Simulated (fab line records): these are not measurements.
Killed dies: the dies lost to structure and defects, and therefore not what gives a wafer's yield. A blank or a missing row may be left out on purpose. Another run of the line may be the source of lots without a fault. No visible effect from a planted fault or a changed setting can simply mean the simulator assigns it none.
Split-lot study :: flow n5Finfet :: route with 1938 steps; 7 lots, 21 wafers read

## ABOUT THE SPLIT
At N5_BEOL_M0_SAQP_EXPOSE_37 (exposes mask M0 CUT1, target cd 30 nm), the setting doseMj was moved away from the recipe's 44.75 on 5 of the 21 wafers read, by -5.5% to +6.1%. For the rest of the wafers, this setting stayed at what the recipe calls for.

## FROM THE SPLIT TO THE READING: what the file shows between them, 2 steps
- N5_BEOL_M0_SAQP_PEB_38: peb time 60 s
- N5_BEOL_M0_SAQP_DEVELOP_39: develop time 30 s

## THE READING
Shown in nm: cdNm at N5_BEOL_M0_SAQP_CD_MEAS_40, with target cd 30 nm. Fault-free wafers of this fab line usually give 29.89 nm, standard deviation 0.27 nm.

wafer: L084.3
tool, chamber at the split: euvScanner-02, 0
doseMj as run: 42.27
against the recipe: -5.5%
cdNm, nm: 29.10
against lot-mates on the recipe: -0.67

wafer: L084.4
tool, chamber at the split: euvScanner-02, 0
doseMj as run: 44.75
against the recipe: recipe
cdNm, nm: 29.71
against lot-mates on the recipe: -

wafer: L084.5
tool, chamber at the split: euvScanner-02, 0
doseMj as run: 44.75
against the recipe: recipe
cdNm, nm: 29.83
against lot-mates on the recipe: -

wafer: L086.3
tool, chamber at the split: euvScanner-01, 0
doseMj as run: 47.47
against the recipe: +6.1%
cdNm, nm: 31.48
against lot-mates on the recipe: +1.88

wafer: L086.5
tool, chamber at the split: euvScanner-01, 0
doseMj as run: 44.75
against the recipe: recipe
cdNm, nm: 29.65
against lot-mates on the recipe: -

wafer: L086.6
tool, chamber at the split: euvScanner-01, 0
doseMj as run: 44.75
against the recipe: recipe
cdNm, nm: 29.56
against lot-mates on the recipe: -

wafer: L089.1
tool, chamber at the split: euvScanner-02, 0
doseMj as run: 46.55
against the recipe: +4.0%
cdNm, nm: 31.55
against lot-mates on the recipe: +1.26

wafer: L089.2
tool, chamber at the split: euvScanner-02, 0
doseMj as run: 46.55
against the recipe: +4.0%
cdNm, nm: 31.04
against lot-mates on the recipe: +0.75

wafer: L089.6
tool, chamber at the split: euvScanner-02, 0
doseMj as run: 44.75
against the recipe: recipe
cdNm, nm: 30.29
against lot-mates on the recipe: -

wafer: L090.3
tool, chamber at the split: euvScanner-01, 0
doseMj as run: 44.75
against the recipe: recipe
cdNm, nm: 29.80
against lot-mates on the recipe: -

wafer: L090.4
tool, chamber at the split: euvScanner-01, 0
doseMj as run: 44.75
against the recipe: recipe
cdNm, nm: 29.99
against lot-mates on the recipe: -

wafer: L090.6
tool, chamber at the split: euvScanner-01, 0
doseMj as run: 44.75
against the recipe: recipe
cdNm, nm: 30.28
against lot-mates on the recipe: -

wafer: L091.3
tool, chamber at the split: euvScanner-02, 0
doseMj as run: 42.31
against the recipe: -5.5%
cdNm, nm: 28.80
against lot-mates on the recipe: -1.36

wafer: L091.4
tool, chamber at the split: euvScanner-02, 0
doseMj as run: 44.75
against the recipe: recipe
cdNm, nm: 30.28
against lot-mates on the recipe: -

wafer: L091.6
tool, chamber at the split: euvScanner-02, 0
doseMj as run: 44.75
against the recipe: recipe
cdNm, nm: 30.03
against lot-mates on the recipe: -

wafer: L094.1
tool, chamber at the split: euvScanner-02, 0
doseMj as run: 44.75
against the recipe: recipe
cdNm, nm: 30.37
against lot-mates on the recipe: -

wafer: L094.2
tool, chamber at the split: euvScanner-02, 0
doseMj as run: 44.75
against the recipe: recipe
cdNm, nm: 30.01
against lot-mates on the recipe: -

wafer: L094.5
tool, chamber at the split: euvScanner-02, 0
doseMj as run: 44.75
against the recipe: recipe
cdNm, nm: 29.98
against lot-mates on the recipe: -

wafer: L097.1
tool, chamber at the split: euvScanner-02, 0
doseMj as run: 44.75
against the recipe: recipe
cdNm, nm: 29.53
against lot-mates on the recipe: -

wafer: L097.2
tool, chamber at the split: euvScanner-02, 0
doseMj as run: 44.75
against the recipe: recipe
cdNm, nm: 29.51
against lot-mates on the recipe: -

wafer: L097.6
tool, chamber at the split: euvScanner-02, 0
doseMj as run: 44.75
against the recipe: recipe
cdNm, nm: 29.62
against lot-mates on the recipe: -

FIT RESULTS
A straight line over all 21 wafers: cdNm changes by +0.239 nm for each +1% of doseMj; r = +0.89; the points scatter about the line by 0.32 nm.
The same after taking each lot's own level away (the mean of its wafers on the recipe; 21 wafers): +0.234 nm for each +1%; r = +0.94; scatter 0.22 nm.
On that fit, the largest move of doseMj shifts the reading by 1.4 nm.
The span of the lots' own levels, 29.553 to 30.290 nm, comes to 2.7 times the standard deviation stated above.
Consequently the slope shifts little with the lot-to-lot level, the two slopes agreeing.
Check: +1.29 nm against its lot-mates is what the line predicts for one of the wafers moved furthest among these (+6.1%) when that wafer is left out of the fit. It came out at +1.88 nm against them.

## OTHER SPLITS APPLIED TO THESE WAFERS
Before the reading, these wafers also passed through other splits. Each is held against what the fit with the lots' levels taken away leaves over:
other split on the same wafers: N5_HKMG_FIN_EXPOSE_46 doseMj
wafers away from the commonest value: 7
r with cdNm (lot level and that fit taken away): +0.32

other split on the same wafers: N5_GATE_CUT_ALD_22 aldCycles
wafers away from the commonest value: 7
r with cdNm (lot level and that fit taken away): +0.32

other split on the same wafers: N5_MOL_CONTACT_COAG_COAT_104 spinRpm
wafers away from the commonest value: 4
r with cdNm (lot level and that fit taken away): -0.17

other split on the same wafers: N5_MOL_CONTACT_COAG_ETCH_91 sourceW
wafers away from the commonest value: 6
r with cdNm (lot level and that fit taken away): +0.14

other split on the same wafers: N5_BEOL_M0_SAQP_COAT_08 spinRpm
wafers away from the commonest value: 5
r with cdNm (lot level and that fit taken away): +0.48

other split on the same wafers: N5_BEOL_M0_SAQP_COAT_87 spinRpm
wafers away from the commonest value: 9
r with cdNm (lot level and that fit taken away): +0.06

## THE WHOLE CHAIN: every reading that the file lists as answering this split, in the file's order
step: N5_BEOL_M0_SAQP_CD_MEAS_40
what it does: target cd 30 nm
reading: cdNm
change (the file's fit): +0.234 nm for each +1% of the setting
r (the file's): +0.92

step: N5_BEOL_M0_SAQP_DESCUM_45
what it does: chemistry O2, time 7 s
reading: BEOL_M0_SAQP.cdNm (the simulator's own value, which no gauge read)
change (the file's fit): +0.226 nm for each +1% of the setting
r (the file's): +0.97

step: N5_BEOL_M0_SAQP_ETCH_73
what it does: etches SiARC in CF4, target depth 19.5 nm, time 32.5 s
reading: BEOL_M0_SAQP.cdNm (the simulator's own value, which no gauge read)
change (the file's fit): +0.238 nm for each +1% of the setting
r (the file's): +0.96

step: N5_BEOL_M0_SAQP_CUT_ETCH_46
what it does: etches SOC in N2/H2, target depth 135 nm, overetch 27 nm, time 202.5 s
reading: BEOL_M0_SAQP.cdNm (the simulator's own value, which no gauge read)
change (the file's fit): +0.254 nm for each +1% of the setting
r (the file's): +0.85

## THE FILE'S OWN FIT
cdNm changes by +0.234 nm for each +1% of doseMj, r = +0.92.
